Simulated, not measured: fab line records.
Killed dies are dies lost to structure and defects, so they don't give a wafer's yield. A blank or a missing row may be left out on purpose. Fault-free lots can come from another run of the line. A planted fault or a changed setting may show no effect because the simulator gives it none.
fab line records	flow nand_harc
record: lots: 15	wafers: 45	last_day: 24
route steps=1159 shown P_ZERO_WELL@31 P_STI@83 P_GATE@146
lots that met no fault: taken from a fault-free run of the same line
start_h: hours from the record's first day to the start of the lot's first wafer shown	wait_h: how many hours have passed since the lot's step before this one	" same as the row above	L1.1+2: a row that stands for several wafers	- either no value or no given start	* or withheld: withheld	< > ~ a bound
route shown NAME@n: a module of which the file shows steps, and the number in the route of the first	usual: average and standard deviation across the fault-free wafers	same: alike in all rows	chamber/n: place in a boat	sites: each site's reading	_std_site: standard deviation of those values	_edge_site: mean of outer sites minus mean of inner sites	radius_mm: for every site, how far away it sits from the centre of the wafer	mask NAME#n: copy n	behind: tool/chamber where the wafer was last shaped	hold: reason for holding the lot/hours on hold/outcome of the hold	device: which transistor (n, p or np) failed to switch	end of line: the route-end tests of the same wafers	for a step that has no rows: nothing shown but its recipe	killed: the dies lost at the first sort to structure and to defects; this is not the yield of the wafer	map: shows each die of a wafer: x if killed, . if not, _ if none is there
set.NAME: setting as actually run; set.NAME@STEP: the setting as run at that earlier step	model.NAME: the simulator's own value behind a step, which no gauge read
steps of the route over a sample of lots; a table a step, a row a wafer
services: a tool's chamber out of use, with start hour (start_h, from the record's first day; less than 0 if before it), hours out, and reason
== steps ==
step: NHARC_P_ZERO_WELL_DESCUM_26
recipe: time_s: 3	o2_flow_sccm: 200	ar_flow_sccm: 0	bias_power_w: 0	chemistry: O2
usual: drypump_motor_current_A: 5.8/0.44	oes_product_au: 1.000/0.015	rf_vpp_V: 57.6/0.82	showerhead_plenum_p_Torr: 1.89/0.073	throttle_valve_pct: 11.311/0.0079
lot.wafer	tool	chamber	start_h	wait_h	drypump_motor_current_A	oes_product_au	rf_hours_counter_h	rf_vpp_V	showerhead_plenum_p_Torr	throttle_valve_pct
L240.4	rie_diel-05	3	20.75	-	5.6	0.967	2.0	57.6	1.89	11.304
L240.3	"	0	"	"	6.0	1.005	2.5	58.3	1.80	11.310
L240.1	"	1	"	"	5.7	1.002	2.8	57.8	1.83	11.313
L241.2	rie_diel-05	1	26.76	-	5.7	1.005	3.0	58.3	1.83	11.322
L241.4	"	2	"	"	4.9	0.996	2.4	56.2	1.85	11.326
L241.5	"	1	"	"	5.7	0.998	-	57.2	1.83	11.313
L242.1	rie_diel-05	1	32.81	-	5.7	1.004	3.2	57.9	1.83	11.315
L242.5	"	3	"	"	5.6	0.979	-	57.8	1.89	11.310
L242.6	"	0	"	"	6.0	1.004	-	58.3	1.80	11.298
L243.4	rie_diel-10	0	38.81	-	6.7	1.010	1.8	57.1	1.80	11.311
L243.3	"	2	"	"	6.3	1.028	2.1	59.7	2.05	11.310
L243.6	"	3	"	"	5.7	1.000	-	57.3	1.98	11.310
L244.3	rie_diel-11	3	44.79	-	5.8	0.999	1.5	58.3	1.98	11.304
L244.2	"	0	"	"	5.8	1.019	2.1	58.6	1.88	11.309
L244.1	"	2	"	"	6.3	0.987	1.6	57.4	1.92	11.310
L247.3	rie_diel-11	2	62.90	-	6.2	0.982	2.4	56.7	1.92	11.305
L247.1	"	3	"	"	5.8	0.990	2.3	56.3	1.98	11.326
L247.5	"	0	"	"	5.9	1.013	-	58.8	1.88	11.314
L248.2	rie_diel-05	1	69.45	-	5.7	0.994	5.9	57.1	1.83	11.305
L248.3	"	2	"	"	5.0	0.987	5.5	56.9	1.85	11.311
L248.6	"	1	"	"	5.7	0.996	-	57.5	1.83	11.316
L249.3	rie_diel-10	1	74.81	-	5.2	1.006	4.2	59.2	1.96	11.314
L249.4	"	2	"	"	6.3	1.020	4.7	57.4	2.04	11.313
L249.6	"	0	"	"	6.7	1.016	-	56.9	1.80	11.326
L251.1	rie_diel-05	2	86.50	-	4.9	0.984	6.1	58.5	1.85	11.313
L251.3	"	1	"	"	5.7	1.004	6.6	57.3	1.83	11.303
L251.6	"	2	"	"	4.9	0.992	-	58.6	1.85	11.306
L256.2	rie_diel-10	2	116.66	-	6.3	1.039	7.2	58.2	2.04	11.307
L256.4	"	1	"	"	5.2	1.018	7.1	57.5	1.96	11.312
L256.6	"	3	"	"	5.7	0.990	-	58.0	1.98	11.312
L257.3	rie_diel-11	3	122.53	-	5.8	1.001	7.8	57.6	1.98	11.317
L257.2	"	0	"	"	5.8	1.011	8.1	58.6	1.88	11.318
L257.5	"	3	"	"	5.8	1.000	-	58.0	1.98	11.305
L258.1	rie_diel-05	3	128.50	-	5.6	0.971	8.6	57.4	1.89	11.312
L258.2	"	1	"	"	5.7	1.003	8.8	58.6	1.83	11.314
L258.6	"	0	"	"	6.0	0.994	-	57.4	1.80	11.307
L260.2	rie_diel-05	1	140.70	-	5.7	1.014	9.5	57.6	1.83	11.316
L260.3	"	2	"	"	4.9	0.998	9.3	57.5	1.85	11.311
L260.6	"	1	"	"	5.6	1.020	-	57.9	1.83	11.321
L261.2	rie_diel-10	3	146.68	-	5.7	0.981	8.6	57.7	1.98	11.315
L261.5	"	2	"	"	6.3	1.033	-	57.9	2.04	11.312
L261.6	"	3	"	"	5.7	0.980	-	58.0	1.98	11.301
L262.4	rie_diel-05	0	152.51	-	6.0	1.001	10.6	57.3	1.80	11.305
L262.3	"	2	"	"	5.0	0.986	10.1	57.1	1.85	11.313
L262.5	"	0	"	"	6.0	1.006	-	56.7	1.80	11.294
step: NHARC_P_ZERO_WELL_IMPLANT_57
recipe: energy_kev: 250	dose_cm2: 4e+12	tilt_deg: 7
usual: beam_energy_keV: 249.99/0.082	beam_on_s: 9.98/0.2	implant_ion_amu: 31/0
lot.wafer	tool	chamber	start_h	wait_h	beam_energy_keV	beam_on_s	implant_ion_amu
L240.1	implanter-02	0	21.07	0.1	250.11	9.80	31
L240.3	"	0	"	"	250.03	10.20	31
L240.4	"	0	"	"	250.04	10.27	31
L241.2	implanter-01	0	27.12	0.1	250.05	10.20	31
L241.4	"	0	"	"	250.02	10.05	31
L241.5	"	0	"	"	250.01	9.98	31
L242.1	implanter-01	0	33.11	0.1	250.01	10.06	31
L242.5	"	0	"	"	250.05	9.74	31
L242.6	"	0	"	"	249.95	9.70	31
L243.3	implanter-01	0	39.19	0.1	249.90	9.78	31
L243.4	"	0	"	"	249.95	10.03	31
L243.6	"	0	"	"	249.72	10.00	31
L244.1	implanter-01	0	45.12	0.1	250.01	10.13	31
L244.2	"	0	"	"	250.03	9.80	31
L244.3	"	0	"	"	250.06	9.60	31
L247.1	implanter-02	0	63.23	0.2	250.02	10.00	31
L247.3	"	0	"	"	250.05	10.15	31
L247.5	"	0	"	"	250.06	9.94	31
L248.2	implanter-01	0	69.80	0.2	250.00	10.29	31
L248.3	"	0	"	"	250.01	9.94	31
L248.6	"	0	"	"	250.00	9.98	31
L249.3	implanter-02	0	75.17	0.1	250.06	10.40	31
L249.4	"	0	"	"	250.14	10.26	31
L249.6	"	0	"	"	250.01	10.13	31
L251.1	implanter-01	0	86.84	0.2	250.08	10.14	31
L251.3	"	0	"	"	250.07	10.24	31
L251.6	"	0	"	"	250.08	10.12	31
L256.2	implanter-01	-	117.02	0.1	-	-	-
L256.4	"	-	"	"	-	-	-
L256.6	"	-	"	"	-	-	-
L257.2	implanter-01	-	122.88	0.2	-	-	-
L257.3	"	-	"	"	-	-	-
L257.5	"	-	"	"	-	-	-
L258.1	implanter-02	-	128.82	0.2	-	-	-
L258.2	"	-	"	"	-	-	-
L258.6	"	-	"	"	-	-	-
L260.2	implanter-02	0	141.05	0.2	249.89	10.07	31
L260.3	"	0	"	"	249.93	9.70	31
L260.6	"	0	"	"	249.97	10.13	31
L261.2	implanter-02	0	147.03	0.1	249.96	10.09	31
L261.5	"	0	"	"	249.91	9.99	31
L261.6	"	0	"	"	250.03	10.14	31
L262.3	implanter-02	0	152.90	0.2	250.10	9.98	31
L262.4	"	0	"	"	250.03	9.98	31
L262.5	"	0	"	"	250.06	9.89	31
step: NHARC_P_STI_CD_MEAS_09
recipe: target_cd_nm: 200	landing_energy_ev: 500
usual: cd_nm: 200/3.6
lot.wafer	tool	chamber	start_h	wait_h	cd_nm
L240.1	cd_sem-03	0	37.48	-	201
L240.3	"	0	"	"	203
L240.4	"	0	"	"	203
L241.2	cd_sem-03	0	50.01	-	199
L241.4	"	0	"	"	203
L241.5	"	0	"	"	206
L242.1	cd_sem-01	0	50.04	-	203
L242.5	"	0	"	"	200
L242.6	"	0	"	"	196
L243.3	cd_sem-01	0	59.06	-	200
L243.4	"	0	"	"	198
L243.6	"	0	"	"	202
L244.1	cd_sem-03	0	65.85	-	202
L244.2	"	0	"	"	205
L244.3	"	0	"	"	198
L247.1	cd_sem-01	0	84.76	-	199
L247.3	"	0	"	"	201
L247.5	"	0	"	"	202
L248.2	cd_sem-01	0	90.72	-	196
L248.3	"	0	"	"	195
L248.6	"	0	"	"	198
L249.3	cd_sem-01	0	94.73	-	197
L249.4	"	0	"	"	197
L249.6	"	0	"	"	202
L251.1	cd_sem-01	0	103.70	-	199
L251.3	"	0	"	"	200
L251.6	"	0	"	"	196
L260.2	cd_sem-01	0	157.61	-	195
L260.3	"	0	"	"	206
L260.6	"	0	"	"	197
L262.3	cd_sem-02	0	169.30	-	202
L262.4	"	0	"	"	207
L262.5	"	0	"	"	204
L261.2	cd_sem-03	0	169.33	-	196
L261.5	"	0	"	"	200
L261.6	"	0	"	"	197
step: NHARC_P_GATE_HM_OPEN_105
recipe: target_depth_a: 3600	o2_flow_sccm: 400	cos_flow_sccm: 20	ar_flow_sccm: 0	rf_w: 500	bias_w: 300	chemistry: O2/COS
usual: drypump_motor_current_A: 5.6/0.4	oes_product_au: 1.002/0.015	rf_vpp_V: 466.8/3	showerhead_plenum_p_Torr: 3.11/0.13	throttle_valve_pct: 28.330/0.0077
lot.wafer	tool	chamber	start_h	wait_h	drypump_motor_current_A	oes_product_au	rf_hours_counter_h	rf_vpp_V	showerhead_plenum_p_Torr	throttle_valve_pct
L240.4	rie_diel-03	0	-	-	5.1	1.004	7	467.2	3.08	28.327
L240.1	"	1	"	"	5.4	1.008	8	468.3	3.22	28.333
L240.3	"	2	"	"	6.2	1.036	7	461.8	2.93	28.328
L242.1	rie_diel-03	1	-	-	5.4	1.000	10	469.7	3.22	28.315
L242.5	"	3	"	"	5.8	1.002	-	465.2	2.99	28.334
L242.6	"	0	"	"	5.1	1.000	-	468.2	3.07	28.327
L241.2	rie_diel-03	2	-	-	6.2	1.033	10	461.6	2.93	28.322
L241.4	"	2	"	"	6.2	1.031	-	462.9	2.93	28.326
L241.5	"	1	"	"	5.4	0.990	-	468.1	3.22	28.314
L243.4	rie_diel-01	2	-	-	6.1	0.989	48	467.3	3.21	28.337
L243.3	"	3	"	"	5.0	0.986	47	464.1	2.98	28.333
L243.6	"	1	"	"	5.3	0.978	-	461.5	2.91	28.333
L244.2	rie_diel-01	2	-	-	6.1	0.994	53	469.1	3.20	28.341
L244.1	"	3	"	"	5.0	1.000	51	464.8	2.98	28.323
L244.3	"	0	"	"	5.8	0.985	52	470.0	3.23	28.322
L247.1	rie_diel-04	2	-	-	5.4	0.999	7	467.2	3.10	28.325
L247.3	"	3	"	"	5.6	0.985	10	469.6	3.18	28.333
L247.5	"	2	"	"	5.4	1.010	-	466.0	3.10	28.316
L248.2	rie_diel-03	3	-	-	5.8	0.993	18	463.6	2.99	28.326
L248.3	"	0	"	"	5.1	0.989	19	465.8	3.07	28.333
L248.6	"	3	"	"	5.8	0.991	-	463.3	2.99	28.334
L249.3	rie_diel-03	3	-	-	5.8	0.995	20	464.1	2.98	28.337
L249.4	"	0	"	"	5.1	0.998	21	466.7	3.07	28.334
L249.6	"	0	"	"	5.1	0.988	-	466.2	3.07	28.313
L251.3	rie_diel-01	2	-	-	6.2	1.006	8	468.9	3.20	28.330
L251.1	"	1	"	"	5.3	1.015	7	472.0	3.37	28.322
L251.6	"	3	"	"	5.0	0.991	-	463.4	2.97	28.337
L260.3	rie_diel-01	1	-	-	5.3	1.015	21	472.3	3.36	28.342
L260.2	"	2	"	"	6.1	0.998	23	469.3	3.19	28.343
L260.6	"	0	"	"	5.8	0.989	-	467.5	3.22	28.334
L262.3	rie_diel-01	0	-	-	5.8	0.995	25	469.3	3.21	28.325
L262.4	"	2	"	"	6.1	0.996	27	468.4	3.19	28.327
L262.5	"	1	"	"	5.3	1.008	-	472.2	3.36	28.343
L261.2	rie_diel-01	1	-	-	5.3	1.003	27	472.8	3.36	28.326
L261.5	"	0	"	"	5.8	0.988	-	468.0	3.21	28.330
L261.6	"	1	"	"	5.3	1.009	-	471.1	3.36	28.329
== services ==
tool	chamber	start_h	hours	kind
rie_diel-10	-	-0.50	9.0	pm
rie_diel-03	0	11.19	1.4	repair
rie_diel-11	-	12.50	9.0	pm
implanter-01	-	21.89	1.2	repair
rie_diel-03	-	31.91	0.7	repair
rie_diel-10	2	34.32	4.2	repair
rie_diel-03	-	38.32	9.0	pm
rie_diel-11	1	59.22	7.6	repair
rie_diel-03	0	63.97	4.9	repair
rie_diel-01	3	75.13	5.3	repair
rie_diel-01	2	75.70	5.0	repair
rie_diel-11	-	76.75	0.3	repair
implanter-02	-	85.00	13.0	pm
implanter-01	-	133.00	5.6	repair
rie_diel-01	-	137.80	9.0	pm
rie_diel-05	-	163.62	9.0	pm
rie_diel-01	-	168.95	1.2	repair
rie_diel-10	-	176.64	9.0	pm
rie_diel-03	0	177.10	7.7	repair
rie_diel-10	2	199.19	1.3	repair
rie_diel-05	1	204.46	4.9	repair
rie_diel-03	-	215.33	9.0	pm
rie_diel-05	3	221.86	1.8	repair
implanter-02	-	223.28	2.7	repair
== key ==
first_sign: step: NHARC_P_ZERO_WELL_IMPLANT_57	reading: tool_record	direction: missing
effect none on later readings
met_at NHARC_P_ZERO_WELL_IMPLANT_57
struck_lots L256,L257,L258
later_rows_left_out L256.2,L256.4,L256.6,L257.2,L257.3,L257.5,L258.1,L258.2,L258.6
sort_left_out L256.2,L256.4,L256.6,L257.2,L257.3,L257.5,L258.1,L258.2,L258.6
tester_left_out L256,L257,L258
not_acting_at NHARC_P_ZERO_WELL_DESCUM_26,NHARC_P_STI_CD_MEAS_09,NHARC_P_GATE_HM_OPEN_105
onset_between 86.84 117.02
fault: kind: skipped_step_whole	tool: implanter-01,implanter-02	chamber: -	onset_h: 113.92	steps: NHARC_P_ZERO_WELL_IMPLANT_57	scope: struck_lots_only
tester_left_out: of these lots the tester's yield and bins aren't shown, on N5 and GAA mostly nor the transistor test; their killed dies are dies lost to structure and defects alone, not to doping, threshold or leakage, so they don't give the yield
sort_left_out: the simulated sort isn't trusted on such a fault, so these wafers' sort isn't shown, and their yield isn't known
later_rows_left_out: the simulator's readings of these wafers behind a module that went badly wrong aren't trusted and aren't shown, but for the sort
